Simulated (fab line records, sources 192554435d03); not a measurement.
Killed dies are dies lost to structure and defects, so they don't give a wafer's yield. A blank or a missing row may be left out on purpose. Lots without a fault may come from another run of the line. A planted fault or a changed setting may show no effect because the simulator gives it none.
fab line records | flow n5_finfet
record lots=12 wafers=34 last_day=17
route steps=1938 shown BEOL_M9@1440 BEOL_M10@1472
lots that met no fault: from a run of the same line without faults
start_h: hours from the record's first day to the start of the lot's first wafer shown | wait_h: hours since the lot's step before | " the same as in the row above | L1.1+2: a row that stands for several wafers | - no value, or no start given | * or withheld: withheld | < > ~ a bound
route shown NAME@n: a module of which the file shows steps, and the number in the route of the first | usual: mean/standard deviation of fault-free wafers | same: alike in all rows | chamber/n: place in a boat | sites: the reading at each site | _std_site: their standard deviation | _edge_site: outer sites' mean less inner sites' | radius_mm: how far each site lies from the wafer's centre | mask NAME#n: copy n | behind: the tool/chamber that last shaped the wafer | hold: why the lot was held/for how many hours/how that ended | device: the transistor (n, p or np) that didn't switch | end of line: the same wafers' tests at the end of the route | a step without rows: its recipe alone | killed: dies lost to structure and defects at the first sort, not the wafer's yield | map: a wafer's dies, x killed, . not, _ none there
set.NAME: the setting as run; set.NAME@STEP: as run at that earlier step | model.NAME: the simulator's own value behind a step, which no gauge read
steps of the route over a sample of lots; a table a step, a row a wafer
services: from which hour (start_h, from the record's first day; less than 0 if before it) a tool's chamber was out of use, for how many hours, and why
## steps
# step N5_BEOL_M9_ETCH_66
# recipe chemistry=N2/H2 target=SOC target_depth_a=800 overetch_a=160 mask_material=SiARC temp_c=40 time_s=120 ion_energy_ev=200 pressure_mtorr=30 source_w=840 bias_w=150 n2_flow_sccm=200 h2_flow_sccm=200
# usual drypump_motor_current_A=5.9/0.48 n2_flow_sccm=200.0/0.65 oes_product_au=0.62/0.06 rf_vpp_V=523.5/2 showerhead_plenum_p_Torr=2.53/0.065 throttle_valve_pct=17.7/0.33
# columns lot.wafer tool chamber start_h wait_h drypump_motor_current_A n2_flow_sccm oes_product_au rf_hours_counter_h rf_vpp_V showerhead_plenum_p_Torr throttle_valve_pct
L237.1 rie_diel-02 0 220.29 0.0 6.2 200.1 0.53 224 525.4 2.59 17.5
L237.2 " 2 " " 6.1 199.6 0.73 7 522.5 2.53 18.1
L237.5 " 1 " " 6.6 199.9 0.62 - 525.5 2.56 17.6
L236.2 rie_diel-03 1 220.33 0.0 5.7 200.0 0.56 188 520.3 2.39 17.8
L236.4 " 2 " " 6.6 199.9 0.70 24 525.0 2.57 17.3
L236.5 " 3 " " 5.7 201.0 0.53 - 527.1 2.62 18.1
L238.3 rie_diel-03 0 221.48 0.0 6.2 199.8 0.72 15 521.3 2.50 17.4
L238.5 " 2 " " 6.6 201.3 0.70 - 526.7 2.57 17.3
L238.6 " 3 " " 5.7 199.9 0.52 - 525.7 2.62 18.1
L239.2 rie_diel-06 0 239.42 0.0 6.0 200.0 0.62 96 524.1 2.58 18.0
L239.3 " 1 " " 5.5 199.4 0.69 26 522.6 2.50 17.7
L239.4 " 2 " " 5.3 200.5 0.57 179 523.8 2.54 18.3
L240.2 rie_diel-06 2 240.98 0.0 5.4 201.0 0.57 180 522.3 2.54 18.3
L240.3 " 3 " " 5.4 199.6 0.66 53 529.6 2.68 17.4
L240.4 " 1 " " 5.5 199.6 0.68 27 522.1 2.50 17.7
L241.2 rie_diel-02 1 241.83 0.0 6.7 201.3 0.61 111 524.1 2.56 17.6
L241.3 " 2 " " 6.1 200.0 0.71 14 522.2 2.53 18.1
L241.6 " 0 " " 6.3 200.2 0.52 - 526.0 2.59 17.5
L242.3 rie_diel-03 2 250.77 0.0 6.6 199.5 0.69 32 525.4 2.57 17.3
L242.4 " 3 " " 5.7 200.3 0.52 237 525.2 2.61 18.1
L242.6 " 3 " " 5.7 200.2 0.52 - 525.9 2.61 18.1
L245.2 rie_diel-06 1 262.92 0.0 5.5 200.3 0.68 33 520.5 2.50 17.7
L245.6 " 2 " " 5.4 200.3 0.57 - 522.5 2.54 18.3
L247.1 rie_diel-02 1 284.44 0.0 6.6 200.4 0.60 123 524.9 2.55 17.6
L247.5 " 3 " " 5.3 199.3 0.61 - 521.6 2.46 17.6
L253.2 rie_diel-02 1 320.40 0.0 6.7 199.7 0.59 134 524.1 2.55 17.6
L253.4 " 3 " " 5.2 201.0 0.61 - 520.7 2.46 17.6
L253.6 " 2 " " 6.1 198.7 0.67 - 523.0 2.52 18.1
L257.1 rie_diel-02 0 352.17 0.0 6.3 200.5 0.71 8 524.6 2.58 17.1
L257.2 " 1 " " 6.6 200.2 0.58 144 523.9 2.54 17.6
L257.5 " 2 " " 6.1 201.3 0.66 - 522.7 2.51 18.2
L259.3 rie_diel-02 0 353.23 0.0 6.3 199.1 0.70 9 525.9 2.58 17.1
L259.5 " 0 " " 6.3 199.9 0.70 - 525.9 2.58 17.1
L259.6 " 1 " " 6.6 200.4 0.58 - 525.4 2.54 17.6
# step N5_BEOL_M9_CVD_78
# recipe material=Co target_thk_a=20 temp_c=withheld precursor=CCTBA/H2 pressure_torr=30 time_s=138.9
# usual run_length_s=161.6/0.45
# columns lot.wafer tool chamber start_h wait_h run_length_s
L236.2 cvd_co-02 0 221.83 0.1 162.1
L236.4 " 1 " " 161.0
L236.5 " 1 " " 161.3
L237.1 cvd_co-01 0 221.89 0.1 161.8
L237.2 " 1 " " 161.1
L237.5 " 0 " " 161.6
L238.3 cvd_co-02 0 225.31 0.3 161.8
L238.5 " 1 " " 161.3
L238.6 " 0 " " 162.1
L239.2 cvd_co-02 1 240.91 0.0 160.9
L239.3 " 0 " " 161.7
L239.4 " 0 " " 162.2
L240.2 cvd_co-02 0 242.83 0.0 161.6
L240.3 " 1 " " 161.5
L240.4 " 1 " " 161.2
L241.2 cvd_co-01 0 243.87 0.1 161.4
L241.3 " 0 " " 161.8
L241.6 " 1 " " 160.7
L242.3 cvd_co-01 1 252.56 0.1 161.3
L242.4 " 0 " " 161.7
L242.6 " 0 " " 161.6
L245.2 cvd_co-02 2 265.03 0.1 164.4
L245.6 " 1 " " 161.7
L247.1 cvd_co-02 1 287.45 0.3 160.9
L247.5 " 0 " " 164.2
L253.2 cvd_co-01 0 322.39 0.0 161.4
L253.4 " 0 " " 161.4
L253.6 " 1 " " 161.2
L257.1 cvd_co-01 0 353.78 0.1 161.5
L257.2 " 1 " " 160.7
L257.5 " 0 " " 161.8
L259.3 cvd_co-02 1 356.81 0.0 161.1
L259.5 " 1 " " 161.0
L259.6 " 0 " " 161.5
# step N5_BEOL_M9_SPUTTER_48
# recipe material=Cu target_thk_a=120 temp_c=-20 bias_v=60 power_w=26000 chamber_pressure_pa=0.13 time_s=2
# usual throttle_valve_pct=29.8/1
# columns lot.wafer tool chamber start_h wait_h throttle_valve_pct
L236.2 pvd_sputter-03 - 222.01 0.1 28.9
L236.4 " - " " 29.8
L236.5 " - " " 30.2
L237.1 pvd_sputter-03 - 222.09 0.2 28.8
L237.2 " - " " 29.9
L237.5 " - " " 29.9
L238.3 pvd_sputter-01 - 225.48 0.1 29.9
L238.5 " - " " 31.7
L238.6 " - " " 31.0
L239.2 pvd_sputter-02 - 241.08 0.1 29.9
L239.3 " - " " 27.8
L239.4 " - " " 30.8
L240.2 pvd_sputter-02 - 242.95 0.1 29.4
L240.3 " - " " 27.6
L240.4 " - " " 29.7
L241.2 pvd_sputter-03 - 244.08 0.2 29.5
L241.3 " - " " 30.0
L241.6 " - " " 30.5
L242.3 pvd_sputter-02 - 253.01 0.4 29.5
L242.4 " - " " 29.6
L242.6 " - " " 29.4
L245.2 pvd_sputter-01 - 265.21 0.1 29.4
L245.6 " - " " 30.9
L247.1 pvd_sputter-03 - 287.80 0.3 28.7
L247.5 " - " " 28.6
L253.2 pvd_sputter-03 - 322.55 0.1 29.5
L253.4 " - " " 30.1
L253.6 " - " " 28.7
L257.1 pvd_sputter-01 - 354.00 0.2 31.9
L257.2 " - " " 29.6
L257.5 " - " " 29.8
L259.3 pvd_sputter-02 - 356.92 0.1 29.5
L259.5 " - " " 29.6
L259.6 " - " " 27.7
# step N5_BEOL_M10_THK_MEAS_01
# recipe reads=SiCOH_lowk_of_BEOL_M10_ILD_DEP_00
# usual M10_ILD_THK=269/3.8
# columns lot.wafer tool chamber start_h wait_h M10_ILD_THK[nm]
L237.1 film_metro-02 - 224.10 0.4 272
L237.2 " - " " 271
L237.5 " - " " 275
L236.2 film_metro-02 - 224.35 0.7 265
L236.4 " - " " 272
L236.5 " - " " 272
L238.3 film_metro-02 - 227.11 0.3 270
L238.5 " - " " 268
L238.6 " - " " 267
L239.2 film_metro-02 - 243.59 0.4 262
L239.3 " - " " 264
L239.4 " - " " 271
L240.2 film_metro-02 - 245.48 0.4 267
L240.3 " - " " 268
L240.4 " - " " 270
L241.2 film_metro-01 - 246.94 0.4 266
L241.3 " - " " 264
L241.6 " - " " 270
L242.3 film_metro-02 - 254.66 0.3 264
L242.4 " - " " 271
L242.6 " - " " 268
L245.2 film_metro-01 - 267.33 0.4 258
L245.6 " - " " 267
L247.1 film_metro-01 - 289.64 0.4 265
L247.5 " - " " 269
L253.2 film_metro-02 - 324.17 0.4 269
L253.4 " - " " 272
L253.6 " - " " 270
L257.1 film_metro-02 - 356.14 0.4 266
L257.2 " - " " 271
L257.5 " - " " 274
L259.3 film_metro-02 - 358.55 0.3 266
L259.5 " - " " 270
L259.6 " - " " 273
## services
# columns tool chamber start_h hours kind
cvd_co-02 - 201.09 1.2 repair
cvd_co-02 2 210.82 15.3 repair
rie_diel-06 1 268.83 5.7 repair
rie_diel-03 0 288.35 3.7 repair
rie_diel-03 3 298.09 - clean
rie_diel-03 3 298.09 - consumable_replace:focus_ring
rie_diel-03 3 298.09 12.6 scheduled_down
rie_diel-03 3 298.09 12.6 vent_cycle
rie_diel-02 0 307.50 - clean
rie_diel-02 0 307.50 - consumable_replace:focus_ring
rie_diel-02 0 307.50 16.1 scheduled_down
rie_diel-02 0 307.50 16.1 vent_cycle
cvd_co-02 1 333.33 - clean
cvd_co-02 1 333.33 22.0 scheduled_down
cvd_co-02 1 333.33 22.0 vent_cycle
cvd_co-02 - 347.63 0.3 repair
rie_diel-06 - 351.47 2.8 pm
pvd_sputter-03 - 355.57 0.7 repair
## key
first_sign step=N5_BEOL_M9_CVD_78 reading=run_length_s direction=up sigmas=6.1 usual=* struck=*
effect none on later readings
met_at N5_BEOL_M9_CVD_78
struck_lots L245,L247
struck_wafers L245.2,L247.5
not_acting_at N5_BEOL_M9_ETCH_66,N5_BEOL_M9_SPUTTER_48,N5_BEOL_M10_THK_MEAS_01
fault kind=process_parameter_drift tool=cvd_co-02 chamber=- onset_h=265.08 steps=N5_BEOL_M9_CVD_78 channel=time_s offset=* shape=step end_h=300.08 scope=struck_wafers_only acts_in=* stated=*
